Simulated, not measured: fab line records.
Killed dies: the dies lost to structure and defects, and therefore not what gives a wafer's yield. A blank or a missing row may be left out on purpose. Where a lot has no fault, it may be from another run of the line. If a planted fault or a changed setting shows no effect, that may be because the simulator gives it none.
A lot that was struck, set against a sound lot ; flow nand_harc ; 14 steps out of a route of 1302
Sound: the wafers L647.2, L647.3, L647.5. Struck: wafer L654.2 (left out: L654.4, a lot-mate that was not struck); the cause follows at the end.
Per side, at each step with rows, come the tool, then ch with its chambers, and then its first start. Under that, the readings that differ: sound wafers ; struck wafers ; difference of the means ; sigmas: that difference in standard deviations of wafers without a fault.
alike: readings whose means differ by less than 2 such deviations, and words and numbers that are the same on both sides. not compared: withheld readings, readings that some wafer has no value for, bounds like >300 that may hide the same value, and numbers for which the record gives no deviation and whose values overlap.
The two part at a step that has a row with sigmas, a row that says differs or no value, or rows on one side only. Numbers that don't overlap but have no deviation are shown without sigmas and don't part them. Lack of a reading on every wafer of one side parts them only where that side has two or more wafers.

first, 9 steps without rows for these wafers: NHARC_A_STAIRCASE_DEHYDRATE_176 (time 120 s); NHARC_A_STAIRCASE_HMDS_177 (time 30 s); NHARC_A_STAIRCASE_COAT_178; NHARC_A_STAIRCASE_SOFTBAKE_179 (time 170 s); NHARC_A_STAIRCASE_EBR_180; NHARC_A_STAIRCASE_EXPOSE_181 (exposes mask STAIR 2); NHARC_A_STAIRCASE_PEB_182 (peb time 130 s); NHARC_A_STAIRCASE_DEVELOP_183 (time 140 s); NHARC_A_STAIRCASE_HARDBAKE_185 (time 140 s).
NHARC_A_STAIRCASE_DESCUM_186: chemistry O2, time 3 s.
  sound on rie_diel-03 ch 1,2, day 18 16:16; struck on rie_diel-03 ch 1, day 21 22:04
  alike: drypump_motor_current_A, oes_product_au, rf_vpp_V, showerhead_plenum_p_Torr, throttle_valve_pct
  not compared: rf_hours_counter_h
NHARC_A_STAIRCASE_TRIM_187: chemistry O2, time 211.2 s.
  sound on rie_diel-03 ch 1,3, day 18 16:22; struck on rie_diel-03 ch 2, day 21 22:20
reading;sound;struck;difference;sigmas
drypump_motor_current_A (A);5.7 5.4 5.4;6.2;+0.7;+2
  alike: oes_product_au, rf_vpp_V, showerhead_plenum_p_Torr, throttle_valve_pct
  not compared: rf_hours_counter_h
NHARC_A_STAIRCASE_ETCH_188: etches the open film in C4F8/O2, target depth 100 nm, time 40.5 s.
  sound on rie_diel-03 ch 0,1,2, day 18 16:31; struck on rie_diel-03 ch 2, day 21 22:33
reading;sound;struck;difference;sigmas
oes_product_au (a.u.);0.962 0.966 0.934;1.093;+0.139;+9
  alike: rf_vpp_V
  not compared: rf_hours_counter_h
NHARC_A_STAIRCASE_TRIM_189: chemistry O2, time 211.2 s.
  sound on rie_diel-03 ch 0,2,3; struck on rie_diel-03 ch 2
reading;sound;struck;difference;sigmas
throttle_valve_pct (%);17.017 17.025 17.049;17.055;+0.025;+3
  alike: drypump_motor_current_A, oes_product_au, rf_vpp_V, showerhead_plenum_p_Torr
  not compared: rf_hours_counter_h
-- break in the record here, with 8 days between the starts of the struck wafers on either side (left off in module A_STAIRCASE, picked up again in module END, where the first step shown is number 1302 on the route) --
NHARC_END_SORT_01:
  the record has rows for the struck wafers here (prober-02 ch 0, day 30 10:16) and none for the sound ones

## WHERE THEY PART
Earliest at NHARC_A_STAIRCASE_TRIM_187; latest, in this record, at NHARC_END_SORT_01.

WHY: what had been put in by the simulator
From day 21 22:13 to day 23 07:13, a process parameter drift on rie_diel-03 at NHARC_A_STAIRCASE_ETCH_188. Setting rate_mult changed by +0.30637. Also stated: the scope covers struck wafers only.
